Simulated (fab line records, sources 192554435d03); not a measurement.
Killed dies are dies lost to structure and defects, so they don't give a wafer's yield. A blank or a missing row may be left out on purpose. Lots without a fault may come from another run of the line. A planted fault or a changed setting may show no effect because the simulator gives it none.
Chamber matching | flow n5_finfet | N5_MOL_CONTACT_COAG_DESCUM_45 on rie_diel-02: 4 sister chambers
The step chemistry O2, time 7 s. 4 wafers are shown with their chamber, then 10 later ones without.

WAFERS WITH THEIR CHAMBER
wafer  | chamber | drypump_motor_current_A (A)
L087.3 | 0       | 5.2
L088.4 | 2       | 5.8
L090.1 | 1       | 6.2
L090.3 | 3       | 5.1

WAFERS WITHOUT THEIR CHAMBER
wafer  | drypump_motor_current_A (A)
L090.6 | 5.1
L091.2 | 5.3
L091.4 | 5.7
L091.5 | 6.2
L094.3 | 5.7
L094.5 | 5.2
L094.6 | 6.2
L096.1 | 5.2
L096.4 | 5.1
L096.5 | 6.2

WHICH CHAMBER EACH WENT THROUGH
wafer  | from the rows above     | in truth
L090.6 | can't be placed: 3 or 0 | 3
L091.2 | can't be placed: 0 or 3 | 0
L091.4 | 2                       | 2
L091.5 | 1                       | 1
L094.3 | 2                       | 2
L094.5 | can't be placed: 0 or 3 | 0
L094.6 | 1                       | 1
L096.1 | can't be placed: 0 or 3 | 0
L096.4 | can't be placed: 3 or 0 | 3
L096.5 | 1                       | 1
Placed correctly: 5 of 10. Can't be placed from these rows: 5 (the true chamber is among the candidates in 5). Placed wrongly: 0.
How it was worked out, from the rows above alone: a wafer's distance from a chamber is the root of the sum, over the readings, of the square of ((its reading less the chamber's mean) divided by the reading's scatter). The wafer belongs to the nearest chamber; if the next one is less than 2 further off, it can't be placed. A chamber's mean is the mean of its shown wafers. The scatter: with one shown wafer a chamber, the root of the mean of the squares of how far each hidden wafer lies from its nearest shown one.
